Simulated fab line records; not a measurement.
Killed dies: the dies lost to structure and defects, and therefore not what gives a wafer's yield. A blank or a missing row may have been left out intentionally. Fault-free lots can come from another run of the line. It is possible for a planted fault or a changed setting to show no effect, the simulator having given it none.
fab line records	flow n5Finfet
[record] lots = 9	wafers = 24	lastDay = 18
route steps=1938 shown DUMMY_GATE@245 SPACER0@260 SD_EPI_N@270 SD_ACTIVATION@332 BEOL_M4@1111 PASSIVATION@1936
lots untouched by any fault: they come from a run of this same line in which no faults occurred
startH: hours from the record's opening day to when the first of the lot's shown wafers began	waitH: hours elapsed since this lot's preceding step	" unchanged from the row above	L1.1+2: a single row standing in for several wafers	- either no value or no given start	* or withheld: withheld	< > ~ a bound
route shown NAME@n: NAME is a module with steps in the file, n the number in the route of the first one	usual: the fault-free wafers' mean and standard deviation	same: alike in all rows	chamber/n: place in a boat	sites: readings site by site	_std_site: the standard deviation of these	_edge_site: inner sites' mean taken away from outer sites' mean	radiusMm: for every site, how far away it sits from the centre of the wafer	mask NAME#n: copy n	behind: tool/chamber where the wafer was last shaped	hold: why the lot went on hold/how many hours it stayed there/how the hold came to an end	device: which transistor (n, p or np) failed to switch	end of line: the same wafers' tests at the end of the route	a step given without rows: its recipe and nothing more	killed: count of dies lost to structure and defects at first sort (not the wafer's yield)	map: the dies of a wafer, with x for killed, . for not killed, _ for no die there
set.NAME: the run value of the setting; set.NAME@STEP: its run value at that earlier step	model.NAME: the simulator's own value behind a step, which no gauge read
the route's steps for a sample of lots (tables are steps, rows are wafers)
services: when a tool's chamber went out of use (startH, in hours from the record's first day, below 0 if earlier), for how many hours, and the reason
[[steps]]
[step N5_DUMMY_GATE_HM_OPEN_21]
[recipe] chemistry = CH3F/O2	target = SiNx	targetDepthA = 1200	Ar_flow_sccm = 150	CH3F_flow_sccm = 30	O2_flow_sccm = 23	timeS = 171.4	pressureMtorr = 30	sourceW = 395	biasW = 73	ionEnergyEv = 120.7
[usual] drypumpMotorCurrentA = 5.6/0.46	mfcArSccm = 150.0/0.41	oes_o_777_au = 0.75/0.06	oesProductAu = 0.75/0.069	rfVppV = 304/3.7	showerheadPlenumPTorr = 2.04/0.071	throttleValvePct = 16.40/0.16
lot.wafer	tool	chamber	startH	waitH	drypumpMotorCurrentA	mfcArSccm	oes_o_777_au	oesProductAu	rfHoursCounterH	rfVppV	showerheadPlenumPTorr	throttleValvePct
L448.1	rieDiel-03	0	64.71	0.0	5.1	150.0	0.74	0.76	169	308	2.09	16.41
L448.5	"	1	"	"	6.3	150.0	0.71	0.69	-	300	1.99	16.36
L448.6	"	0	"	"	5.1	150.9	0.74	0.76	-	308	2.09	16.40
L457.2	rieDiel-03	3	125.02	0.0	5.2	149.9	0.83	0.86	37	306	2.07	16.25
L457.3	"	0	"	"	5.1	149.5	0.74	0.73	181	307	2.08	16.43
L457.5	"	2	"	"	5.6	149.4	0.68	0.68	-	305	2.07	16.35
L458.1	rieDiel-02	3	130.80	0.0	6.0	149.7	0.75	0.73	173	299	1.94	16.53
L458.2	"	1	"	"	6.4	150.0	0.77	0.78	112	303	1.96	16.58
L458.5	"	1	"	"	6.4	149.4	0.77	0.78	-	302	1.96	16.58
L460.2	rieDiel-02	0	142.49	0.0	5.0	150.1	0.73	0.70	223	303	2.08	16.26
L460.3	"	3	"	"	6.0	149.7	0.74	0.73	177	299	1.94	16.52
L460.5	"	2	"	"	5.6	150.6	0.74	0.73	-	304	2.08	16.20
L461.4	rieDiel-02	2	142.84	0.0	5.5	150.1	0.74	0.73	172	302	2.08	16.20
L461.5	"	3	"	"	6.0	150.1	0.75	0.73	-	299	1.94	16.53
L462.4	rieDiel-02	2	154.11	0.0	5.6	149.8	0.74	0.74	175	303	2.08	16.20
L462.5	"	2	"	"	5.6	149.9	0.74	0.74	-	303	2.08	16.21
L463.3	rieDiel-03	2	155.46	0.0	5.6	150.2	0.66	0.68	226	304	2.07	16.37
L463.4	"	3	"	"	5.1	149.6	0.81	0.86	-	308	2.07	16.28
L463.5	"	2	"	"	5.6	149.8	0.66	0.68	-	305	2.07	16.38
L464.1	rieDiel-02	1	165.90	0.0	6.4	149.5	0.76	0.77	120	301	1.96	16.59
L464.2	"	2	"	"	5.6	149.9	0.74	0.73	180	303	2.08	16.20
L464.6	"	1	"	"	6.4	149.0	0.77	0.77	-	302	1.96	16.59
L465.1	rieDiel-05	3	166.90	0.0	4.9	150.3	0.67	0.70	217	307	2.08	16.52
L465.3	"	0	"	"	5.6	149.8	0.71	0.70	245	298	1.98	16.74
[step N5_SPACER0_ALD_08]
[recipe] material = SiNx	targetThkA = 20	tempC = 400	aldPrecursorFamily = SiH2I2	aldCoReactant = N2/H2-plasma	pressureTorr = 2
[usual] heaterPowerW = 824/58	susceptorTempC = 400.00/0.22
lot.wafer	tool	chamber	startH	waitH	heaterPowerW	susceptorTempC
L448.1	aldSin-04	3	65.91	0.1	743	399.87
L448.5	"	1	"	"	769	399.76
L448.6	"	2	"	"	940	399.82
L457.2	aldSin-02	0	126.18	0.1	758	399.73
L457.3	"	2	"	"	825	400.14
L457.5	"	2	"	"	828	399.80
L458.1	aldSin-01	3	131.94	0.1	846	399.80
L458.2	"	2	"	"	840	399.75
L458.5	"	2	"	"	851	400.09
L460.2	aldSin-02	3	143.60	0.1	847	400.14
L460.3	"	2	"	"	818	400.15
L460.5	"	0	"	"	763	399.54
L461.4	aldSin-04	0	144.04	0.1	897	399.86
L461.5	"	3	"	"	803	400.09
L462.4	aldSin-01	1	155.30	0.1	886	400.01
L462.5	"	2	"	"	824	400.04
L463.3	aldSin-02	2	156.70	0.1	848	399.98
L463.4	"	0	"	"	752	400.15
L463.5	"	2	"	"	832	399.84
L464.1	aldSin-01	3	166.99	0.1	835	400.18
L464.2	"	1	"	"	889	400.05
L464.6	"	0	"	"	812	400.08
L465.1	aldSin-04	2	168.05	0.1	960	400.00
L465.3	"	0	"	"	881	400.21
[step N5_SD_EPI_N_CD_MEAS_09]
[recipe] targetCdNm = 120	landingEnergyEv = 500	detector = seInlens
[usual] cdNm = 120.2/0.57
lot.wafer	tool	chamber	startH	waitH	cdNm
L448.1	cdSem-03	0	66.35	-	119.8
L448.5	"	0	"	"	120.3
L448.6	"	0	"	"	120.6
L457.2	cdSem-03	0	126.62	-	120.3
L457.3	"	0	"	"	120.3
L457.5	"	0	"	"	119.9
L458.1	cdSem-01	0	132.37	-	121.6
L458.2	"	0	"	"	120.0
L458.5	"	0	"	"	120.5
L460.2	cdSem-02	0	144.16	-	119.7
L460.3	"	0	"	"	120.4
L460.5	"	0	"	"	120.3
L461.4	cdSem-01	0	144.61	-	119.3
L461.5	"	0	"	"	120.1
L462.4	cdSem-02	0	155.86	-	120.0
L462.5	"	0	"	"	120.1
L463.3	cdSem-01	0	157.26	-	120.4
L463.4	"	0	"	"	120.8
L463.5	"	0	"	"	121.3
L464.1	cdSem-01	0	167.55	-	120.9
L464.2	"	0	"	"	120.9
L464.6	"	0	"	"	120.0
L465.1	cdSem-01	0	168.61	-	119.1
L465.3	"	0	"	"	120.3
[step N5_SD_EPI_N_EPI_21]
[recipe] material = Si:P	dopant = P	tempC = 680	pressureTorr = 255	timeS = 690
[usual] epiGrowthTimeS = 690/0	susceptorTempC = 679.97/0.29
lot.wafer	tool	chamber	startH	waitH	epiGrowthTimeS	susceptorTempC
L448.1	epiRpcvd-02	0	68.37	0.1	690	679.78
L448.5	"	0	69.49	1.1	690	679.34
L448.6	"	0	"	"	690	679.77
L457.2	epiRpcvd-04	0	128.69	0.4	690	679.71
L457.3	"	0	"	"	690	679.73
L457.5	"	0	"	"	690	679.68
L458.1	epiRpcvd-02	0	134.34	0.2	690	680.32
L458.2	"	0	"	"	690	679.64
L458.5	"	0	135.83	1.5	690	679.56
L460.2	epiRpcvd-03	0	146.34	0.4	690	680.25
L460.3	"	0	"	"	690	679.80
L460.5	"	0	"	"	690	679.91
L461.4	epiRpcvd-02	0	147.83	1.2	742.8	680.25
L461.5	"	0	"	"	690	680.33
L462.4	epiRpcvd-02	0	158.91	1.2	742.8	680.41
L462.5	"	0	"	"	690	680.02
L463.3	epiRpcvd-04	0	159.94	0.9	690	680.20
L463.4	"	0	"	"	690	679.61
L463.5	"	0	"	"	690	680.22
L464.1	epiRpcvd-03	0	169.39	0.2	690	680.00
L464.2	"	0	"	"	690	680.71
L464.6	"	0	171.26	1.9	690	680.10
L465.1	epiRpcvd-02	0	170.55	0.2	690	680.64
L465.3	"	0	"	"	742.8	679.50
[step N5_SD_EPI_N_EPI_MEAS_23]
[recipe] mode = xrd
[usual] thkNm = 58.9/1.3
lot.wafer	tool	chamber	startH	waitH	thkNm
L448.1	filmMetro-01	-	70.08	1.4	59.2
L448.5	"	-	"	"	56.4
L448.6	"	-	"	"	60.2
L457.2	filmMetro-01	-	130.15	1.2	57.8
L457.3	"	-	"	"	56.4
L457.5	"	-	"	"	58.4
L458.1	filmMetro-02	-	136.63	1.9	57.6
L458.2	"	-	"	"	57.6
L458.5	"	-	"	"	60.3
L460.2	filmMetro-01	-	147.78	1.2	58.7
L460.3	"	-	"	"	58.1
L460.5	"	-	"	"	59.1
L461.4	filmMetro-02	-	148.99	0.8	64.0
L461.5	"	-	"	"	61.0
L462.4	filmMetro-02	-	160.08	0.8	62.3
L462.5	"	-	"	"	58.8
L463.3	filmMetro-01	-	161.48	1.2	59.8
L463.4	"	-	"	"	58.5
L463.5	"	-	"	"	58.2
L464.1	filmMetro-01	-	171.67	1.9	58.2
L464.2	"	-	"	"	58.4
L464.6	"	-	"	"	58.3
L465.1	filmMetro-02	-	172.83	1.9	59.6
L465.3	"	-	"	"	61.2
[step N5_SD_ACTIVATION_RS_MEAS_03]
[recipe] thkMeasGauge = four-point-probe
[usual] RS_SD_N = 21.9/0.33	RS_SD_P = 56.5/1.1
lot.wafer	tool	chamber	startH	waitH	RS_SD_N[ohm/sq]	RS_SD_P[ohm/sq]
L448.1	filmMetro-01	-	75.67	0.2	21.7	55.3
L448.5	"	-	"	"	22.2	55.6
L448.6	"	-	"	"	21.5	54.9
L457.2	filmMetro-01	-	135.48	0.2	21.9	57.0
L457.3	"	-	"	"	22.1	57.1
L457.5	"	-	"	"	21.8	57.3
L458.1	filmMetro-01	-	141.82	0.2	21.8	56.6
L458.2	"	-	"	"	21.7	57.7
L458.5	"	-	"	"	21.9	57.0
L460.2	filmMetro-01	-	153.78	0.2	22.4	56.3
L460.3	"	-	"	"	22.4	57.1
L460.5	"	-	"	"	22.5	55.7
L461.4	filmMetro-02	-	154.38	0.1	20.3	58.1
L461.5	"	-	"	"	21.9	58.3
L462.4	filmMetro-01	-	165.27	0.1	20.7	57.8
L462.5	"	-	"	"	21.8	56.5
L463.3	filmMetro-02	-	169.56	0.2	22.2	56.4
L463.4	"	-	"	"	22.1	55.7
L463.5	"	-	"	"	21.8	55.7
L464.1	filmMetro-02	-	177.34	0.2	22.4	55.8
L464.2	"	-	"	"	22.6	56.7
L464.6	"	-	"	"	22.5	56.5
L465.1	filmMetro-01	-	178.73	0.2	22.0	56.5
L465.3	"	-	"	"	20.7	56.1
[step N5_BEOL_M4_RC_MEAS_101]
[usual] DIBL_N = 36.0/1.9	DIBL_P = 35.6/2.2	IOFF_N = 0.15/0.031	IOFF_P = 0.19/0.032	ION_N = 668/11	ION_P = 455/7.2	RS_SD_N = 28.4/0.41	SS_N = 71.5/0.65	SS_P = 73.4/0.64	VT_N = 251/3.6	VT_P = -253/3.3
lot.wafer	tool	chamber	startH	waitH	DIBL_N[mV/V]	DIBL_P[mV/V]	IOFF_N[nA/um]	IOFF_P[nA/um]	ION_N[uA/um]	ION_P[uA/um]	RS_SD_N[ohm/sq]	SS_N[mV/dec]	SS_P[mV/dec]	VT_N[mV]	VT_P[mV]
L448.1	prober-02	0	226.65	0.0	38.1	37.8	0.20	0.23	685	463	28.0	71.4	73.6	241	-249
L448.5	"	0	"	"	36.1	36.1	0.16	0.20	676	459	28.6	71.4	73.3	251	-253
L448.6	"	0	"	"	35.0	33.9	0.15	0.17	665	453	27.7	71.7	72.9	251	-254
L457.2	prober-01	0	295.37	0.2	38.7	37.3	0.17	0.22	674	461	28.8	71.9	74.7	250	-250
L457.3	"	0	"	"	37.5	35.6	0.15	0.19	672	454	28.9	72.2	73.6	251	-251
L457.5	"	0	"	"	37.1	35.4	0.15	0.18	659	446	28.6	71.0	73.3	256	-255
L458.1	prober-02	0	304.20	0.0	36.9	37.9	0.18	0.21	683	459	28.6	71.5	73.2	246	-253
L458.2	"	0	"	"	36.6	38.0	0.16	0.20	668	453	28.8	71.7	73.3	252	-250
L458.5	"	0	"	"	38.0	38.5	0.20	0.22	685	461	28.4	71.9	74.0	247	-250
L460.2	prober-01	0	305.76	0.2	36.3	38.5	0.16	0.21	666	458	28.7	71.4	73.7	248	-253
L460.3	"	0	"	"	35.7	36.3	0.16	0.17	666	445	28.7	72.0	73.4	249	-258
L460.5	"	0	"	"	36.9	38.1	0.18	0.20	668	458	28.7	72.0	73.8	251	-256
L461.4	prober-01	0	308.79	0.5	34.9	35.3	0.14	0.18	668	454	26.2	71.1	73.0	251	-253
L461.5	"	0	"	"	35.5	36.0	0.15	0.20	662	450	28.5	71.2	73.4	249	-248
L463.3	prober-02	0	313.97	0.3	39.8	39.7	0.22	0.24	700	467	28.4	71.8	74.1	248	-250
L463.4	"	0	"	"	38.8	38.4	0.18	0.24	674	462	28.5	72.7	74.6	248	-252
L463.5	"	0	"	"	38.1	37.0	0.17	0.20	671	458	28.5	71.4	73.9	250	-253
L465.1	prober-02	0	322.43	0.0	35.0	34.7	0.14	0.19	672	460	28.2	71.3	73.9	254	-254
L465.3	"	0	"	"	36.7	36.8	0.16	0.21	680	462	26.8	71.7	74.5	253	-251
L462.4	prober-01	0	323.13	0.5	36.8	34.7	0.14	0.18	667	459	26.8	71.3	73.7	248	-253
L462.5	"	0	"	"	38.5	37.1	0.17	0.22	677	462	28.5	71.7	73.7	247	-250
L464.1	prober-01	0	331.90	0.0	37.3	36.5	0.17	0.20	679	457	28.7	71.4	73.6	247	-251
L464.2	"	0	"	"	36.7	35.3	0.15	0.18	665	451	29.1	72.2	72.7	250	-253
L464.6	"	0	"	"	38.7	39.4	0.21	0.25	686	462	29.4	72.4	73.9	243	-251
[step N5_PASSIVATION_PROBE_49]
[usual] defectLimitedYield = 91.3/1.4	killed_at_M0_to_M3 = 34/10	killed_at_M4_up = 14/5.5	killedAtContacts = 12/6	killedAtFrontEnd = 40/10	killedAtOther = 3.0/2.4	killedDies = 103/17	killedOpen = 68/13	killedShort = 34/7.8	sort_bin_5_function = 5.1/0.97	sort_bin_6_memory = 3.3/0.66	sortNPass = 1077/17	sortYieldPct = 91.2/1.4
[same] grossDies = 1180	killedAtBackSide = 0	sort_bin_4_leakage[%] = 0	sort_bin_8_speed[%] = 0
lot.wafer	tool	chamber	startH	waitH	defectLimitedYield[%]	killed_at_M0_to_M3	killed_at_M4_up	killedAtContacts	killedAtFrontEnd	killedAtOther	killedDies	killedOpen	killedShort	sort_bin_5_function[%]	sort_bin_6_memory[%]	sortNPass	sortYieldPct[%]
L458.1	prober-02	-	410.10	0.0	93.1	27	12	9	32	1	81	64	16	4.0	2.9	1099	93.1
L458.2	prober-02	-	410.15	0.1	92.5	31	12	2	40	3	88	61	23	4.5	2.5	1092	92.5
L458.5	prober-02	-	410.30	0.2	92.6	24	10	7	42	4	87	55	28	3.6	2.7	1093	92.6
L463.3	prober-01	-	422.17	0.1	92.0	29	6	22	33	4	94	61	29	5.2	2.6	1086	92.0
L463.4	prober-01	-	422.22	0.2	90.1	33	12	22	49	1	117	83	32	5.8	3.8	1063	90.1
L463.5	prober-01	-	422.27	0.2	91.8	33	10	11	30	13	97	68	29	5.0	3.1	1083	91.8
L464.1	prober-01	-	428.06	0.0	91.8	38	18	4	35	2	97	67	26	5.0	2.9	1083	91.8
L464.2	prober-01	-	428.11	0.1	89.2	41	19	12	55	0	127	95	32	6.7	3.8	1053	89.2
L464.6	prober-01	-	428.31	0.3	88.7	49	14	14	53	3	133	103	28	6.7	4.2	1047	88.7
L462.4	prober-02	-	434.82	0.2	93.5	18	7	23	26	3	77	47	27	3.6	2.3	1103	93.5
// killed by level:class
L458.1 STI_FIN_REVEAL:geometricParticle:open=13 FIN_SAQP:geometricParticle:open=9 MOL_CONTACT_COAG:geometricParticle:open=9 BEOL_M3:geometricParticle:open=9 DUMMY_GATE:geometricParticle:open=5 BEOL_M0_SAQP:geometricParticle:short=5 BEOL_M1:geometricParticle:open=4 BEOL_M2:geometricParticle:open=4
L458.2 STI_FIN_REVEAL:geometricParticle:open=17 BEOL_M0_SAQP:geometricParticle:open=10 BEOL_M3:geometricParticle:open=7 BEOL_M0_SAQP:geometricParticle:short=6 HKMG_FIN:areaEtch=4 FIN_SAQP:geometricParticle:open=3 STI_FIN_REVEAL:geometricParticle:short=3 ILD0:geometricParticle:short=3
L458.5 FIN_SAQP:geometricParticle:open=14 FIN_SAQP:geometricParticle:short=10 BEOL_M0:geometricParticle:open=6 STI_FIN_REVEAL:geometricParticle:open=5 MOL_CONTACT_COAG:geometricParticle:open=5 BEOL_M0_SAQP:geometricParticle:open=5 BEOL_M4:geometricParticle:open=5 BEOL_M1:geometricParticle:open=4
L463.3 MOL_CONTACT_COAG:geometricParticle:open=19 FIN_SAQP:geometricParticle:short=9 BEOL_M0_SAQP:geometricParticle:short=7 BEOL_M3:geometricParticle:open=7 FIN_SAQP:geometricParticle:open=6 STI_FIN_REVEAL:geometricParticle:open=6 BEOL_M2:geometricParticle:open=6 DUMMY_GATE:geometricParticle:open=4
L463.4 BEOL_M3:geometricParticle:open=17 MOL_CONTACT_COAG:geometricParticle:open=14 DUMMY_GATE:geometricParticle:open=10 STI_FIN_REVEAL:geometricParticle:open=9 GATE_CUT:geometricParticle:short=8 BEOL_M4:geometricParticle:open=7 FIN_SAQP:geometricParticle:open=6 MOL_CONTACT_COAG:geometricParticle:short=6
L463.5 MOL_CONTACT_COAG:geometricParticle:open=10 BEOL_M3:geometricParticle:open=10 BEOL_M1:geometricParticle:open=9 BEOL_M4:geometricParticle:open=7 FIN_SAQP:geometricParticle:short=5 STI_FIN_REVEAL:geometricParticle:open=5 DUMMY_GATE:geometricParticle:open=4 ILD0:geometricParticle:open=4
L464.1 BEOL_M3:geometricParticle:open=11 STI_FIN_REVEAL:geometricParticle:open=10 BEOL_M4:geometricParticle:open=7 BEOL_M0:geometricParticle:open=6 BEOL_M1:geometricParticle:open=6 FIN_SAQP:geometricParticle:open=5 BEOL_M1:geometricParticle:short=4 BEOL_M0_SAQP:geometricParticle:open=4
L464.2 STI_FIN_REVEAL:geometricParticle:open=21 MOL_CONTACT_COAG:geometricParticle:open=11 BEOL_M1:geometricParticle:open=10 BEOL_M4:geometricParticle:open=10 GATE_CUT:geometricParticle:short=8 FIN_SAQP:geometricParticle:open=7 BEOL_M0_SAQP:geometricParticle:open=7 BEOL_M3:geometricParticle:open=7
L464.6 STI_FIN_REVEAL:geometricParticle:open=21 MOL_CONTACT_COAG:geometricParticle:open=13 BEOL_M1:geometricParticle:open=11 FIN_SAQP:geometricParticle:open=9 BEOL_M3:geometricParticle:open=9 BEOL_M0_SAQP:geometricParticle:open=9 BEOL_M0_SAQP:geometricParticle:short=8 GATE_CUT:geometricParticle:open=5
L462.4 MOL_CONTACT_COAG:geometricParticle:open=20 FIN_SAQP:geometricParticle:short=6 BEOL_M0_SAQP:geometricParticle:open=5 STARTING-WAFER:geometricParticle:short=5 FIN_SAQP:geometricParticle:open=4 BEOL_M0_SAQP:geometricParticle:short=4 BEOL_M3:geometricParticle:open=4 GATE_CUT:geometricParticle:open=3
[[services]]
tool	chamber	startH	hours	kind
aldSin-02	3	45.56	8.4	repair
aldSin-02	-	50.14	2.8	pm
rieDiel-05	3	52.46	7.1	repair
aldSin-04	0	57.58	2.9	repair
aldSin-02	1	61.32	5.3	repair
rieDiel-05	-	66.04	5.2	repair
epiRpcvd-02	-	78.28	0.4	repair
aldSin-01	-	85.13	2.8	pm
aldSin-04	-	85.25	14.0	pm
aldSin-04	0	85.25	14.0	ventCycle
aldSin-04	1	85.25	14.0	ventCycle
aldSin-04	2	85.25	14.0	ventCycle
aldSin-04	3	85.25	14.0	ventCycle
rieDiel-03	-	107.77	2.8	pm
rieDiel-02	1	125.47	2.9	repair
epiRpcvd-03	-	153.88	8.1	pm
rieDiel-05	-	154.02	2.8	pm
rieDiel-02	1	154.53	9.8	repair
rieDiel-03	1	154.81	-	clean
rieDiel-03	1	154.81	-	consumableReplace:focusRing
rieDiel-03	1	154.81	34.2	scheduledDown
rieDiel-03	1	154.81	34.2	ventCycle
aldSin-02	-	157.48	6.1	pm
aldSin-04	2	168.95	1.8	repair
[[key]]
[firstSign] step = N5_SD_EPI_N_EPI_21	reading = epiGrowthTimeS	direction = up	sigmas = 99+	usual = *	struck = *
[effect] step = N5_SD_EPI_N_EPI_MEAS_23	reading = thkNm	direction = up	sigmas = 2.8	usual = *	struck = *
[effect] step = N5_SD_ACTIVATION_RS_MEAS_03	reading = RS_SD_N	direction = down	sigmas = 4.1	usual = 21.9	struck = 20.6
[effect] step = N5_BEOL_M4_RC_MEAS_101	reading = RS_SD_N	direction = down	sigmas = 4.4	usual = 28.4	struck = 26.6
metAt N5_SD_EPI_N_EPI_21
struckLots L461,L462,L465
struckWafers L461.4,L462.4,L465.3
notActingAt N5_DUMMY_GATE_HM_OPEN_21,N5_SPACER0_ALD_08,N5_SD_EPI_N_CD_MEAS_09
onsetBetween 134.34 147.83
[fault] kind = processParameterDrift	tool = epiRpcvd-02	chamber = -	onsetH = 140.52	steps = N5_SD_EPI_N_EPI_21	channel = epiGrowthTimeS	offset = *	shape = step	endH = 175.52	scope = struckWafersOnly	stated = *
